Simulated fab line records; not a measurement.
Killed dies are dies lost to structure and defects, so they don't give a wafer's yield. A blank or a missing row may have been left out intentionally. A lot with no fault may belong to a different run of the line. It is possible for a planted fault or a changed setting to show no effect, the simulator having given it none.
fab line records -- flow n5_finfet
[record] lots = 5, wafers = 15, last_day = 16
route steps=1938 shown BEOL_M2@848 BEOL_M4@1111 PASSIVATION@1936
lots with no fault: from the same line, run without faults
start_h: hours from the record's first day to the start of the lot's first wafer shown -- wait_h: time in hours since the lot's previous step -- " the same as in the row above -- L1.1+2: a row that stands for several wafers -- - either no value or no given start -- * or withheld: withheld -- < > ~ a bound
route shown NAME@n: names a module that has steps shown in the file, with the first one's number in the route -- usual: the fault-free wafers' mean and standard deviation -- same: alike in all rows -- chamber/n: place in a boat -- sites: each site's reading -- _std_site: their standard deviation -- _edge_site: the outer-site mean with the inner-site mean subtracted -- radius_mm: how far each site lies from the wafer's centre -- mask NAME#n: copy n -- behind: tool/chamber where the wafer was last shaped -- hold: why the lot was held/for how many hours/how that ended -- device: whichever transistor did not switch (one of n, p or np) -- end of line: tests run on the same wafers once the route is complete -- step lacking rows: just its recipe -- killed: dies lost to structure and defects at the first sort, not the wafer's yield -- map: per-die view of a wafer (x killed, . not killed, _ where there is no die)
set.NAME: the setting that was run; set.NAME@STEP: the one run at that earlier step -- model.NAME: the simulator's own value behind a step, which no gauge read
certain route steps with their lots: each step a table, each wafer a row
services: when a tool's chamber went out of use (start_h, in hours from the record's first day, below 0 if earlier), for how many hours, and the reason
[[steps]]
[step N5_BEOL_M2_COAT_05]
[recipe] resist = CAR-EUV, spin_rpm = 1500, resist_thk_nm = 30
[step N5_BEOL_M2_EBR_07]
[recipe] solvent = PGMEA, ebr_width_mm = 1.5
[step N5_BEOL_M2_SOFTBAKE_06]
[recipe] temp_c = 110, time_s = 60, resist = CAR-EUV
[step N5_BEOL_M2_EXPOSE_08]
[recipe] mask_id = M2, na = 0.33, source_shape = dipole, sigma_inner = 0.369, sigma_outer = 0.767, polarization = unpolarized, dose_mj = 41.25
[step N5_BEOL_M2_PEB_09]
[recipe] peb_temp_c = 100, peb_time_s = 60, resist = CAR-EUV
[step N5_BEOL_M2_DEVELOP_10]
[recipe] develop_time_s = 30, developer = TMAH, resist = CAR-EUV, rinse_liquid = surfactant_rinse, dry = air_spin, dev_temp_c = 23
[step N5_BEOL_M2_DESCUM_16]
[recipe] chemistry = O2, time_s = 7, source_power_w = 50, bias_power_w = 20, pressure_mtorr = 20, rf_frequency_hz = 2.712e+07, temp_c = 40, resist = CAR-EUV, o2_flow_sccm = 225
[step N5_BEOL_M2_ETCH_74]
[recipe] chemistry = N2/H2, target = underlayer, target_depth_a = 65, mask_material = CAR-EUV, time_s = 5.2, ion_energy_ev = 200, pressure_mtorr = 30, source_w = 840, bias_w = 150, n2_flow_sccm = 200, h2_flow_sccm = 200, ends = cleared
[step N5_BEOL_M2_ETCH_63]
[recipe] chemistry = CF4, target = SiARC, target_depth_a = 156, mask_material = CAR-EUV, time_s = 26, ion_energy_ev = 80, pressure_mtorr = 40, source_w = 545, bias_w = 36, Ar_flow_sccm = 100, cf4_flow_sccm = 100, ends = cleared
[step N5_BEOL_M2_ETCH_64]
[recipe] chemistry = N2/H2, target = SOC, target_depth_a = 750, overetch_a = 225, mask_material = SiARC, temp_c = 40, time_s = 121.9, ion_energy_ev = 200, pressure_mtorr = 30, source_w = 840, bias_w = 150, n2_flow_sccm = 200, h2_flow_sccm = 200
[usual] bias_w = 150.0/0.45, drypump_motor_current_A = 5.9/0.38, oes_product_au = 0.62/0.071, rf_vpp_V = 524.1/2.1, showerhead_plenum_p_Torr = 2.55/0.07, throttle_valve_pct = 17.9/0.33
lot.wafer,tool,chamber,start_h,wait_h,bias_w,drypump_motor_current_A,oes_product_au,rf_hours_counter_h,rf_vpp_V,showerhead_plenum_p_Torr,throttle_valve_pct,model.SiARC_of_BEOL_M2_COAT_62.thk_nm,model.BEOL_M2.cd_offset_nm
L248.3,rie_diel-01,0,148.43,0.0,149.5,5.9,0.55,203,520.6,2.41,18.1,6.6,0.2
L248.4,rie_diel-01,2,148.43,0.0,150.1,6.4,0.52,247,525.0,2.59,17.8,6.2,0
L248.6,rie_diel-01,2,148.43,0.0,150.9,6.5,0.53,-,527.4,2.59,17.7,6.2,0.2
L250.3,rie_diel-01,1,162.10,0.0,149.8,5.8,0.73,8,526.8,2.62,17.7,3.6,1
L250.5,rie_diel-01,3,162.10,0.0,149.4,5.6,0.61,-,524.1,2.57,18.2,3.4,0.8
L250.6,rie_diel-01,0,162.10,0.0,150.0,5.9,0.55,-,519.5,2.41,18.1,4.2,0.6
L251.1,rie_diel-01,3,167.28,0.0,149.8,5.6,0.60,123,524.1,2.57,18.3,3.2,1
L251.4,rie_diel-01,3,167.28,0.0,150.2,5.6,0.61,-,524.0,2.57,18.2,3.2,1
L251.5,rie_diel-01,0,167.28,0.0,150.1,5.9,0.55,-,521.6,2.40,18.1,4.2,1.2
L253.1,rie_diel-01,2,180.43,0.0,150.2,6.5,0.73,3,524.5,2.59,17.4,3.6,1
L253.4,rie_diel-01,0,180.43,0.0,149.7,6.0,0.55,215,521.3,2.40,18.2,4.2,1.2
L253.5,rie_diel-01,1,180.43,0.0,150.8,5.8,0.72,-,524.1,2.61,17.7,3.6,1.4
L264.2,rie_diel-04,0,250.84,0.0,150.5,5.9,0.66,47,526.4,2.59,17.4,6.4,0
L264.5,rie_diel-04,1,250.84,0.0,149.4,6.6,0.62,-,521.6,2.46,17.8,6.6,0
L264.6,rie_diel-04,0,250.84,0.0,150.5,5.9,0.66,-,526.1,2.59,17.4,6.2,0.2
[step N5_BEOL_M2_STRIP_65]
[recipe] chemistry = N2/H2, temp_c = 40, n2_flow_sccm = 200, h2_flow_sccm = 200, rf_frequency_hz = 6e+07
[step N5_BEOL_M2_STRIP_75]
[recipe] chemistry = N2/H2, temp_c = 40, n2_flow_sccm = 200, h2_flow_sccm = 200, rf_frequency_hz = 6e+07
[step N5_BEOL_M2_STRIP_66]
[recipe] chemistry = CF4, resist = SiARC, power_w = 300, bias_power_w = 75, pressure_mtorr = 50, cf4_flow_sccm = 150, rf_frequency_hz = 6e+07
[step N5_BEOL_M2_HM_OPEN_17]
[recipe] chemistry = Cl2/BCl3, target_depth_a = 200, overetch_a = 60, target = TiN, mask_material = SOC, ion_energy_ev = 150, pressure_mtorr = 10, icp_w = 1000, bias_w = 126, Cl2_flow_sccm = 53.25, bcl3_flow_sccm = 21.75, Ar_flow_sccm = 25
[usual] bias_w = 126.0/0.35, drypump_motor_current_A = 5.45/0.25, he_backside_leak_sccm = 3.37/0.24, mfc_ar_sccm = 24.99/0.074, oes_product_au = 0.70/0.076, throttle_valve_pct = 22.34/0.22
lot.wafer,tool,chamber,start_h,wait_h,bias_w,drypump_motor_current_A,he_backside_leak_sccm,mfc_ar_sccm,oes_product_au,rf_hours_counter_h,throttle_valve_pct,model.BEOL_M2.cd_offset_nm
L248.3,rie_metal-02,1,148.64,0.1,126.0,5.07,3.48,25.00,0.82,-,22.48,0.4
L248.4,rie_metal-02,0,148.64,0.1,125.8,5.65,3.33,24.89,0.66,-,22.33,-0.2
L248.6,rie_metal-02,1,148.64,0.1,126.2,5.07,3.48,24.97,0.82,-,22.47,0.2
L250.3,rie_metal-01,1,162.30,0.1,125.3,5.32,3.01,25.05,0.74,-,21.87,1
L250.5,rie_metal-01,1,162.30,0.1,125.4,5.35,2.88,25.04,0.73,-,21.89,0.6
L250.6,rie_metal-01,0,162.30,0.1,125.8,5.44,3.52,25.09,0.59,-,22.61,0.8
L251.1,rie_metal-03,0,167.45,0.0,126.0,5.45,3.23,24.94,0.70,32,22.22,1
L251.4,rie_metal-03,0,167.45,0.0,125.7,5.48,3.21,24.94,0.70,-,22.22,1
L251.5,rie_metal-03,0,167.45,0.0,125.5,5.45,3.27,24.86,0.70,-,22.22,1.2
L253.1,rie_metal-03,0,180.61,0.0,125.8,5.46,3.22,25.00,0.69,33,22.22,1
L253.4,rie_metal-03,1,180.61,0.0,126.9,5.84,3.61,25.07,0.79,-,22.38,1.4
L253.5,rie_metal-03,1,180.61,0.0,125.9,5.83,4.05,24.95,0.79,-,22.38,1.6
L264.2,rie_metal-02,0,251.01,0.0,126.3,5.60,3.02,24.93,0.63,48,22.37,-0.2
L264.5,rie_metal-02,1,251.01,0.0,126.2,5.08,3.71,25.03,0.76,-,22.49,0.2
L264.6,rie_metal-02,0,251.01,0.0,125.9,5.62,2.96,25.05,0.63,-,22.37,0
[step N5_BEOL_M2_STRIP_19]
[recipe] chemistry = O2, power_w = 400, temp_c = 40, pressure_mtorr = 30, rf_frequency_hz = 6e+07, bias_power_w = 0, overash_fraction = 0.2, o2_flow_sccm = 225
[step N5_BEOL_M2_CD_MEAS_18]
[recipe] pitch_nm = 36, target_cd_nm = 18
[usual] cd_nm = 18.0/0.32
lot.wafer,tool,chamber,start_h,wait_h,cd_nm
L248.3,cd_sem-02,-,148.83,0.1,18.2
L248.4,cd_sem-02,-,148.83,0.1,18.1
L248.6,cd_sem-02,-,148.83,0.1,18.3
L250.3,cd_sem-01,-,162.53,0.1,19.1
L250.5,cd_sem-01,-,162.53,0.1,19.3
L250.6,cd_sem-01,-,162.53,0.1,18.6
L251.1,cd_sem-03,-,167.63,0.0,19.1
L251.4,cd_sem-03,-,167.63,0.0,19.0
L251.5,cd_sem-03,-,167.63,0.0,18.9
L253.1,cd_sem-03,-,180.79,0.0,18.6
L253.4,cd_sem-03,-,180.79,0.0,19.0
L253.5,cd_sem-03,-,180.79,0.0,19.7
L264.2,cd_sem-03,-,251.36,0.1,18.0
L264.5,cd_sem-03,-,251.36,0.1,18.1
L264.6,cd_sem-03,-,251.36,0.1,18.0
[step N5_BEOL_M2_COAT_67]
[recipe] resist = SOC, temp_c = 250, time_s = 60, spin_rpm = 1500, resist_thk_nm = 60
[step N5_BEOL_M4_RC_MEAS_101]
[usual] DIBL_N = 36.6/2.1, DIBL_P = 36.3/2.2, IOFF_N = 0.16/0.036, IOFF_P = 0.21/0.038, ION_N = 671/12, ION_P = 460/7.5, SS_N = 71.8/0.72, SS_P = 73.3/0.72, VT_N = 250/3.2, VT_P = -250/3.5
lot.wafer,tool,chamber,start_h,wait_h,DIBL_N[mV/V],DIBL_P[mV/V],IOFF_N[nA/um],IOFF_P[nA/um],ION_N[uA/um],ION_P[uA/um],SS_N[mV/dec],SS_P[mV/dec],VT_N[mV],VT_P[mV]
L248.3,prober-01,0,181.45,0.3,36.1,35.9,0.17,0.22,677,464,72.1,73.7,251,-250
L248.4,prober-01,0,181.45,0.3,37.8,38.9,0.21,0.27,677,463,71.8,74.2,245,-249
L248.6,prober-01,0,181.45,0.3,35.8,35.4,0.17,0.21,692,466,70.8,73.1,248,-253
L250.3,prober-01,0,192.39,0.3,40.1,40.6,0.25,0.33,687,467,72.6,74.5,241,-244
L250.5,prober-01,0,192.39,0.3,35.3,34.4,0.15,0.20,682,468,71.2,73.1,249,-248
L250.6,prober-01,0,192.39,0.3,40.3,39.7,0.23,0.30,673,460,72.8,73.4,245,-245
L251.1,prober-01,0,196.04,0.0,38.6,37.8,0.19,0.24,677,463,72.5,74.3,251,-250
L251.4,prober-01,0,196.04,0.0,37.7,37.5,0.18,0.24,692,470,72.0,74.0,249,-250
L251.5,prober-01,0,196.04,0.0,35.0,33.6,0.13,0.18,662,456,71.8,72.8,253,-253
L253.1,prober-01,0,208.95,0.0,34.1,33.5,0.14,0.18,662,451,70.5,73.2,252,-253
L253.4,prober-01,0,208.95,0.0,34.2,35.0,0.14,0.20,673,466,70.8,72.8,251,-253
L253.5,prober-01,0,208.95,0.0,33.3,33.0,0.13,0.18,665,458,70.1,72.7,251,-253
L264.2,prober-01,0,279.81,0.2,36.2,35.8,0.13,0.17,669,456,71.2,73.1,252,-254
L264.5,prober-01,0,279.81,0.2,36.2,36.4,0.13,0.18,672,461,70.8,73.5,253,-254
L264.6,prober-01,0,279.81,0.2,37.1,36.6,0.13,0.18,657,451,72.1,73.1,258,-254
[step N5_PASSIVATION_PROBE_49]
[usual] defect_limited_yield = 91.1/1.4, killed_at_M0_to_M3 = 33/9.1, killed_at_M4_up = 14/5.6, killed_at_contacts = 13/5.7, killed_at_front_end = 42/12, killed_at_other = 4/3, killed_dies = 105/16, killed_open = 69/11, killed_short = 34/7.5, sort_bin_5_function = 5.2/0.91, sort_bin_6_memory = 3.3/0.64, sort_n_pass = 1075/16, sort_yield_pct = 91.1/1.4
[same] gross_dies = 1180, killed_at_back_side = 0, sort_bin_4_leakage[%] = 0, sort_bin_8_speed[%] = 0
lot.wafer,tool,chamber,start_h,wait_h,defect_limited_yield[%],killed_at_M0_to_M3,killed_at_M4_up,killed_at_contacts,killed_at_front_end,killed_at_other,killed_dies,killed_open,killed_short,sort_bin_5_function[%],sort_bin_6_memory[%],sort_n_pass,sort_yield_pct[%]
L251.1,prober-01,-,300.72,0.4,90.8,41,10,13,38,6,108,68,37,5.3,3.6,1072,90.8
L251.5,prober-01,-,300.92,0.6,91.1,25,9,13,57,1,105,62,39,5.5,3.0,1075,91.1
L253.1,prober-02,-,309.73,0.0,91.4,40,7,18,35,1,101,65,34,5.2,3.2,1079,91.4
L253.4,prober-02,-,309.88,0.2,93.4,29,9,7,32,1,78,50,27,4.2,1.9,1102,93.4
L253.5,prober-02,-,309.93,0.2,90.3,51,9,7,44,3,114,72,40,5.9,3.6,1066,90.3
// killed by level:class
L251.1 MOL_CONTACT_COAG:geometric_particle:open=13 BEOL_M3:geometric_particle:open=12 BEOL_M0_SAQP:geometric_particle:open=10 BEOL_M0_SAQP:geometric_particle:short=9 FIN_SAQP:geometric_particle:short=8 FIN_SAQP:geometric_particle:open=6 BEOL_M5:geometric_particle:open=6 DUMMY_GATE:geometric_particle:open=5
L251.5 FIN_SAQP:geometric_particle:open=16 FIN_SAQP:geometric_particle:short=14 BEOL_M0_SAQP:geometric_particle:short=12 MOL_CONTACT_COAG:geometric_particle:open=12 DUMMY_GATE:geometric_particle:open=7 STARTING-WAFER:geometric_particle:open=5 BEOL_M0_SAQP:geometric_particle:open=4 BEOL_M3:geometric_particle:open=4
L253.1 MOL_CONTACT_COAG:geometric_particle:open=16 BEOL_M1:geometric_particle:open=11 FIN_SAQP:geometric_particle:short=7 BEOL_M3:geometric_particle:open=7 GATE_CUT:geometric_particle:open=5 BEOL_M0_SAQP:geometric_particle:short=5 STI_FIN_REVEAL:geometric_particle:open=4 GATE_CUT:geometric_particle:short=4
L253.4 BEOL_M1:geometric_particle:open=7 ILD0:geometric_particle:short=6 BEOL_M2:geometric_particle:open=5 BEOL_M3:geometric_particle:open=5 FIN_SAQP:geometric_particle:short=4 MOL_CONTACT_COAG:geometric_particle:open=4 BEOL_M0_SAQP:geometric_particle:short=4 BEOL_M6:geometric_particle:open=4
L253.5 BEOL_M0_SAQP:geometric_particle:open=16 BEOL_M0_SAQP:geometric_particle:short=10 BEOL_M1:geometric_particle:open=10 FIN_SAQP:geometric_particle:open=9 BEOL_M3:geometric_particle:open=9 FIN_SAQP:geometric_particle:short=8 STI_FIN_REVEAL:geometric_particle:open=6 GATE_CUT:geometric_particle:short=6
[[services]]
tool,chamber,start_h,hours,kind
rie_diel-04,3,133.21,1.2,repair
rie_diel-01,2,154.11,-,clean
rie_diel-01,2,154.11,-,consumable_replace:focus_ring
rie_diel-04,2,220.67,-,clean
rie_diel-04,2,220.67,-,consumable_replace:focus_ring
rie_diel-04,2,220.67,14.0,scheduled_down
rie_diel-04,2,220.67,14.0,vent_cycle
rie_diel-04,3,234.81,-,clean
rie_diel-04,3,234.81,-,consumable_replace:focus_ring
rie_diel-04,3,234.81,14.7,scheduled_down
rie_diel-04,3,234.81,14.7,vent_cycle
[[key]]
[first_sign] step = N5_BEOL_M2_CD_MEAS_18, reading = cd_nm, direction = up, sigmas = 3.2, usual = 18.0, struck = 19.0
effect none on later readings
[model_effect] step = N5_BEOL_M2_ETCH_64, value = SiARC_of_BEOL_M2_COAT_62.thk_nm, without = 6.289, struck = 3.689
[model_effect] step = N5_BEOL_M2_HM_OPEN_17, value = BEOL_M2.cd_offset_nm, without = -0.02222, struck = 1.067
met_at N5_BEOL_M2_ETCH_64
struck_wafers L250.3,L250.5,L250.6,L251.1,L251.4,L251.5,L253.1,L253.4,L253.5
onset_between 148.43 162.10
[fault] kind = process_parameter_drift, tool = rie_diel-01, chamber = -, onset_h = 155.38, steps = N5_BEOL_M2_ETCH_64, channel = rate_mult, offset = 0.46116, shape = step, end_h = 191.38
